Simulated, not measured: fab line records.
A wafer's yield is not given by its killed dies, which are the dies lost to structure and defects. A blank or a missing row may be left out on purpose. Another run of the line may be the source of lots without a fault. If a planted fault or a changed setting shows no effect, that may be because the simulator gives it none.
Matching of chambers	flow n5_finfet	N5_BEOL_M0_SAQP_STRIP_108 on rie_diel-03 has 4 sister chambers
The step strips in N2/H2. 16 wafers are shown with their chamber, then 8 later ones without.

== WAFERS WITH THEIR CHAMBER ==
wafer	chamber	showerhead_plenum_p_Torr (Torr)	drypump_motor_current_A (A)	oes_product_au (a.u.)
L074.1	1	3.59	5.0	0.95
L074.2	0	3.48	6.0	0.69
L074.3	3	3.19	6.5	0.71
L074.4	2	3.29	5.3	0.91
L074.5	0	3.48	5.9	0.69
L074.6	1	3.59	5.1	0.95
L075.4	2	3.29	5.3	0.91
L075.5	3	3.19	6.4	0.71
L075.6	1	3.59	5.0	0.94
L083.1	1	3.58	5.1	0.90
L083.4	2	3.28	5.3	0.88
L083.5	1	3.58	5.0	0.91
L090.1	2	3.27	5.3	0.86
L090.3	1	3.57	5.1	0.88
L090.5	2	3.27	5.3	0.86
L091.2	3	3.17	6.5	0.69

SIGNATURES (averages over the wafers above)
reading	chamber 0	chamber 1	chamber 2	chamber 3	scatter within a chamber
showerhead_plenum_p_Torr	3.4800	3.5833	3.2800	3.1833	0.00913
drypump_motor_current_A	5.950	5.050	5.300	6.467	0.0471
oes_product_au	0.6900	0.9217	0.8840	0.7033	0.0243
Rule: for a wafer and a chamber, the distance is found by dividing, reading by reading, the gap between the wafer's reading and the chamber's mean by the reading's scatter, squaring, summing and taking the root. If the next closest chamber is less than 2 further off than the closest, the wafer can't be placed; otherwise it belongs to the closest. The scatter: take each reading less its chamber's mean, square it, sum over the shown wafers, divide by the number of wafers less the number of chambers, and take the root.

== WAFERS WITHOUT THEIR CHAMBER ==
wafer	showerhead_plenum_p_Torr (Torr)	drypump_motor_current_A (A)	oes_product_au (a.u.)
L091.5	3.27	5.2	0.87
L091.6	3.57	5.0	0.88
L093.1	3.57	5.0	0.88
L093.2	3.17	6.5	0.69
L093.3	3.27	5.3	0.86
L093.4	3.17	6.5	0.69
L093.5	3.57	5.0	0.87
L093.6	3.27	5.3	0.85

== CHAMBER TAKEN BY EACH ==
wafer	from the rows above	in truth
L091.5	2	2
L091.6	1	1
L093.1	1	1
L093.2	3	3
L093.3	2	2
L093.4	3	3
L093.5	1	1
L093.6	2	2
Correct placement for 8 of the 8. Can't be placed from these rows: 0. Number placed wrongly: 0.
